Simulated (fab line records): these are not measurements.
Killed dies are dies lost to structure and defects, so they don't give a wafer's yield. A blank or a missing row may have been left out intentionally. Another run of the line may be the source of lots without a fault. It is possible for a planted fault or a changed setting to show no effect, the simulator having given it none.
Which tool did it? :: flow n5_finfet :: Sampling: 11 lots, 31 wafers, 5 of 1938 route steps

WHAT THE GAUGES SHOWED, per wafer
N5_WELL_APT_INSPECT_10: inspects for defects (macro).
lot: L260
measured: day 2 01:53
on: defect_inspect-02
raw_defect_count: 2 3 1

lot: L262
measured: day 2 13:40
on: defect_inspect-01
raw_defect_count: 4 3 1

lot: L263
measured: day 2 19:44
on: defect_inspect-02
raw_defect_count: 4 3 4

lot: L264
measured: day 3 01:44
on: defect_inspect-01
raw_defect_count: 1 5 2

lot: L266
measured: day 3 13:47
on: defect_inspect-01
raw_defect_count: 1 4 4

lot: L267
measured: day 3 19:50
on: defect_inspect-02
raw_defect_count: 3 1

lot: L268
measured: day 4 01:39
on: defect_inspect-02
raw_defect_count: 3 2 3

lot: L269
measured: day 4 07:55
on: defect_inspect-01
raw_defect_count: 2 3

lot: L270
measured: day 4 13:52
on: defect_inspect-01
raw_defect_count: 2 3 1

lot: L271
measured: day 4 19:37
on: defect_inspect-01
raw_defect_count: 1 4 3

lot: L275
measured: day 5 19:52
on: defect_inspect-01
raw_defect_count: 1 4 2

N5_WELL_APT_INSPECT_27: inspects for defects (macro).
lot: L260
measured: day 2 03:08
on: defect_inspect-01
raw_defect_count: 2 3 4

lot: L262
measured: day 2 14:54
on: defect_inspect-01
raw_defect_count: 1 2 2

lot: L263
measured: day 2 21:08
on: defect_inspect-01
raw_defect_count: 1 4 2

lot: L264
measured: day 3 02:59
on: defect_inspect-02
raw_defect_count: 3 3 3

lot: L266
measured: day 3 15:02
on: defect_inspect-01
raw_defect_count: 1 3 2

lot: L267
measured: day 3 20:58
on: defect_inspect-02
raw_defect_count: 2 1

lot: L268
measured: day 4 02:47
on: defect_inspect-02
raw_defect_count: 1 1 3

lot: L269
measured: day 4 09:11
on: defect_inspect-01
raw_defect_count: 0 1

lot: L270
measured: day 4 14:59
on: defect_inspect-01
raw_defect_count: 2 1 5

lot: L271
measured: day 4 20:52
on: defect_inspect-02
raw_defect_count: 1 1 2

lot: L275
measured: day 5 20:59
on: defect_inspect-01
raw_defect_count: 1 4 1

N5_BEOL_M4_RC_MEAS_101.
lot: L260
measured: day 8 05:23
on: prober-02
DIBL_N (mV/V): 39.7 36.8 33.8
DIBL_P (mV/V): 40.0 37.0 34.2
IOFF_N (nA/um): 0.23 0.16 0.13
IOFF_P (nA/um): 0.29 0.21 0.18
ION_N (uA/um): 673 670 662
ION_P (uA/um): 460 462 458
SS_N (mV/dec): 72.5 71.8 71.0
SS_P (mV/dec): 74.6 74.2 72.5
VT_N (mV): 247 250 250
VT_P (mV): -249 -252 -252

lot: L262
measured: day 9 01:54
on: prober-01
DIBL_N (mV/V): 36.7 36.7 36.5
DIBL_P (mV/V): 38.7 36.8 38.3
IOFF_N (nA/um): 0.17 0.16 0.16
IOFF_P (nA/um): 0.26 0.21 0.25
ION_N (uA/um): 681 671 679
ION_P (uA/um): 475 459 473
SS_N (mV/dec): 70.8 71.5 71.2
SS_P (mV/dec): 74.1 72.5 73.6
VT_N (mV): 248 251 251
VT_P (mV): -247 -251 -247

lot: L263
measured: day 9 09:13
on: prober-01
DIBL_N (mV/V): 36.5 34.8 40.1
DIBL_P (mV/V): 38.2 36.0 43.2
IOFF_N (nA/um): 0.19 0.14 0.28
IOFF_P (nA/um): 0.25 0.21 0.37
ION_N (uA/um): 691 653 701
ION_P (uA/um): 469 455 483
SS_N (mV/dec): 72.1 71.9 72.7
SS_P (mV/dec): 73.1 71.4 74.5
VT_N (mV): 246 251 242
VT_P (mV): -247 -248 -242

lot: L264
measured: day 9 08:11
on: prober-02
DIBL_N (mV/V): 35.3 38.5 39.3
DIBL_P (mV/V): 36.6 39.5 40.8
IOFF_N (nA/um): 0.15 0.22 0.23
IOFF_P (nA/um): 0.19 0.25 0.27
ION_N (uA/um): 670 703 706
ION_P (uA/um): 458 474 471
SS_N (mV/dec): 71.4 72.1 72.3
SS_P (mV/dec): 73.1 73.8 74.8
VT_N (mV): 253 245 248
VT_P (mV): -255 -251 -249

lot: L266
measured: day 10 05:55
on: prober-01
DIBL_N (mV/V): 38.9 37.5 38.8
DIBL_P (mV/V): 41.4 38.2 40.7
IOFF_N (nA/um): 0.20 0.16 0.21
IOFF_P (nA/um): 0.29 0.23 0.28
ION_N (uA/um): 679 682 691
ION_P (uA/um): 467 470 474
SS_N (mV/dec): 71.3 72.1 72.2
SS_P (mV/dec): 74.8 74.1 74.7
VT_N (mV): 248 249 248
VT_P (mV): -246 -250 -246

lot: L267
measured: day 10 06:52
on: prober-02
DIBL_N (mV/V): 35.7 41.2
DIBL_P (mV/V): 35.0 42.4
IOFF_N (nA/um): 0.15 0.27
IOFF_P (nA/um): 0.23 0.37
ION_N (uA/um): 677 700
ION_P (uA/um): 468 473
SS_N (mV/dec): 71.5 73.1
SS_P (mV/dec): 73.0 74.4
VT_N (mV): 250 244
VT_P (mV): -246 -243

lot: L268
measured: day 10 09:41
on: prober-01
DIBL_N (mV/V): 34.9 34.1 34.6
DIBL_P (mV/V): 32.9 32.0 33.9
IOFF_N (nA/um): 0.14 0.11 0.12
IOFF_P (nA/um): 0.19 0.18 0.20
ION_N (uA/um): 681 654 669
ION_P (uA/um): 474 455 466
SS_N (mV/dec): 71.4 71.5 71.9
SS_P (mV/dec): 73.1 72.2 72.5
VT_N (mV): 250 257 254
VT_P (mV): -248 -250 -250

lot: L269
measured: day 10 19:25
on: prober-01
DIBL_N (mV/V): 37.4 37.1
DIBL_P (mV/V): 35.9 36.5
IOFF_N (nA/um): 0.17 0.15
IOFF_P (nA/um): 0.19 0.20
ION_N (uA/um): 670 650
ION_P (uA/um): 458 450
SS_N (mV/dec): 71.4 71.0
SS_P (mV/dec): 73.9 72.9
VT_N (mV): 247 252
VT_P (mV): -251 -251

lot: L270
measured: day 11 08:12
on: prober-02
DIBL_N (mV/V): 32.2 39.6 37.6
DIBL_P (mV/V): 32.4 41.7 38.2
IOFF_N (nA/um): 0.11 0.26 0.19
IOFF_P (nA/um): 0.18 0.34 0.26
ION_N (uA/um): 655 701 678
ION_P (uA/um): 460 478 465
SS_N (mV/dec): 70.1 71.5 72.0
SS_P (mV/dec): 72.2 75.0 73.4
VT_N (mV): 256 240 247
VT_P (mV): -253 -244 -245

lot: L271
measured: day 11 10:53
on: prober-02
DIBL_N (mV/V): 36.1 33.9 37.1
DIBL_P (mV/V): 38.2 34.1 38.5
IOFF_N (nA/um): 0.19 0.14 0.23
IOFF_P (nA/um): 0.28 0.21 0.30
ION_N (uA/um): 668 673 694
ION_P (uA/um): 459 458 469
SS_N (mV/dec): 71.0 70.5 71.8
SS_P (mV/dec): 74.4 72.7 74.5
VT_N (mV): 243 251 241
VT_P (mV): -245 -250 -245

lot: L275
measured: day 12 22:21
on: prober-02
DIBL_N (mV/V): 33.5 36.2 37.3
DIBL_P (mV/V): 30.7 35.0 35.0
IOFF_N (nA/um): 0.10 0.14 0.16
IOFF_P (nA/um): 0.13 0.18 0.18
ION_N (uA/um): 640 664 666
ION_P (uA/um): 440 452 448
SS_N (mV/dec): 71.0 71.2 72.1
SS_P (mV/dec): 72.3 73.1 73.3
VT_N (mV): 257 250 250
VT_P (mV): -258 -254 -253

TOOL THAT RAN EACH LOT (tool first, then ch and the chambers of the sampled wafers, then the start)
lot: L260
N5_WELL_APT_COAT_02: litho_track-05 ch 0, day 2 01:27
N5_WELL_APT_EPI_41: epi_rpcvd-02 ch 0, day 2 04:51

lot: L262
N5_WELL_APT_COAT_02: litho_track-05 ch 0, day 2 13:20
N5_WELL_APT_EPI_41: epi_rpcvd-02 ch 0, day 2 15:59

lot: L263
N5_WELL_APT_COAT_02: litho_track-01 ch 0, day 2 19:25
N5_WELL_APT_EPI_41: epi_rpcvd-04 ch 0, day 2 22:57

lot: L264
N5_WELL_APT_COAT_02: litho_track-05 ch 0, day 3 01:25
N5_WELL_APT_EPI_41: epi_rpcvd-02 ch 0, day 3 04:01

lot: L266
N5_WELL_APT_COAT_02: litho_track-05 ch 0, day 3 13:28
N5_WELL_APT_EPI_41: epi_rpcvd-02 ch 0, day 3 16:10

lot: L267
N5_WELL_APT_COAT_02: litho_track-03 ch 0, day 3 19:23
N5_WELL_APT_EPI_41: epi_rpcvd-03 ch 0, day 3 22:38

lot: L268
N5_WELL_APT_COAT_02: litho_track-01 ch 0, day 4 01:20
N5_WELL_APT_EPI_41: epi_rpcvd-02 ch 0, day 4 04:05

lot: L269
N5_WELL_APT_COAT_02: litho_track-01 ch 0, day 4 07:35
N5_WELL_APT_EPI_41: epi_rpcvd-04 ch 0, day 4 10:45

lot: L270
N5_WELL_APT_COAT_02: litho_track-01 ch 0, day 4 13:25
N5_WELL_APT_EPI_41: epi_rpcvd-02 ch 0, day 4 17:02

lot: L271
N5_WELL_APT_COAT_02: litho_track-03 ch 0, day 4 19:17
N5_WELL_APT_EPI_41: epi_rpcvd-04 ch 0, day 4 22:13

lot: L275
N5_WELL_APT_COAT_02: litho_track-01 ch 0, day 5 19:25
N5_WELL_APT_EPI_41: epi_rpcvd-04 ch 0, day 5 22:16
- N5_WELL_APT_COAT_02: resist thk 950 nm.
- N5_WELL_APT_EPI_41: deposits Si from SiH4/H2, target thk 50 nm, time 297.7 s.

WHAT THE TOOLS THEMSELVES READ (means of the sampled wafers that have a number; where no wafer has one, the mark that the record gives instead)
N5_WELL_APT_COAT_02.
lot: L260
tool: litho_track-05
spin_speed_rpm (rpm): 1358.3

lot: L262
tool: litho_track-05
spin_speed_rpm (rpm): 1357.2

lot: L263
tool: litho_track-01
spin_speed_rpm (rpm): 1357.1

lot: L264
tool: litho_track-05
spin_speed_rpm (rpm): 1356.9

lot: L266
tool: litho_track-05
spin_speed_rpm (rpm): 1356.7

lot: L267
tool: litho_track-03
spin_speed_rpm (rpm): 1357.0

lot: L268
tool: litho_track-01
spin_speed_rpm (rpm): 1356.0

lot: L269
tool: litho_track-01
spin_speed_rpm (rpm): 1356.0

lot: L270
tool: litho_track-01
spin_speed_rpm (rpm): 1443.2

lot: L271
tool: litho_track-03
spin_speed_rpm (rpm): 1357.2

lot: L275
tool: litho_track-01
spin_speed_rpm (rpm): 1441.9

N5_WELL_APT_EPI_41.
lot: L260
tool: epi_rpcvd-02
susceptor_temp_C_max: 651.7
throttle_valve_pct (%): 10.52

lot: L262
tool: epi_rpcvd-02
susceptor_temp_C_max: 651.4
throttle_valve_pct (%): 10.51

lot: L263
tool: epi_rpcvd-04
susceptor_temp_C_max: 651.5
throttle_valve_pct (%): 10.85

lot: L264
tool: epi_rpcvd-02
susceptor_temp_C_max: 651.7
throttle_valve_pct (%): 10.60

lot: L266
tool: epi_rpcvd-02
susceptor_temp_C_max: 651.9
throttle_valve_pct (%): 10.42

lot: L267
tool: epi_rpcvd-03
susceptor_temp_C_max: 651.3
throttle_valve_pct (%): 10.86

lot: L268
tool: epi_rpcvd-02
susceptor_temp_C_max: 651.5
throttle_valve_pct (%): 10.56

lot: L269
tool: epi_rpcvd-04
susceptor_temp_C_max: 651.2
throttle_valve_pct (%): 10.91

lot: L270
tool: epi_rpcvd-02
susceptor_temp_C_max: 651.7
throttle_valve_pct (%): 10.47

lot: L271
tool: epi_rpcvd-04
susceptor_temp_C_max: 651.4
throttle_valve_pct (%): 10.85

lot: L275
tool: epi_rpcvd-04
susceptor_temp_C_max: 651.5
throttle_valve_pct (%): 10.78

THE ANSWER, worked out from the rows above alone
Rule: what is usual is taken from the lots themselves. Put in order of their means at a reading, lots are off if they are a third of the lots or fewer, leave a main group of 4 or more, and stand apart from it by a gap of 3 or more times the standard deviation of the main group's means; of several such gaps the widest counts. The tables above print the reading to a certain number of digits; a main group whose means all agree to those digits is not used. Also off: a lot with no number at a reading for which 4 or more lots have one. Any other lot the step has rows for is counted as sound. Order of review: gauges by route order, followed by the tools' own readings, for which a lot's mean as printed above is used. The first step at which some lot is off is used, and at that step the reading that is off furthest; a lot without a number counts as furthest.
Off: L270, L275, at N5_WELL_APT_COAT_02 (spin_speed_rpm). Mean 1356.9 rpm and standard deviation 0.65 in the main group.
If a tool, at that step or one of the process steps before it, ran each lot that is off and ran no sound lot following the first of them, it fits. One fits: litho_track-01 at N5_WELL_APT_COAT_02. A fault onset in the window from L269 (day 4 07:35, its last sound lot) to L270 (day 4 13:25, its first lot off) fits.
The tool's own readings at N5_WELL_APT_COAT_02 bear it out: on the lots that are off they differ by more than 5 times the standard deviation of the sound lots' means. spin_speed_rpm reads 1442.6 rpm there against 1356.9 rpm on the sound lots.

WHAT WAS PUT IN BY THE SIMULATOR
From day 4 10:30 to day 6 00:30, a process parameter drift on litho_track-01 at N5_WELL_APT_COAT_02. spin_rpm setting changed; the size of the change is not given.
Shown lots that were struck: L270, L275. Same finding as the rule above.
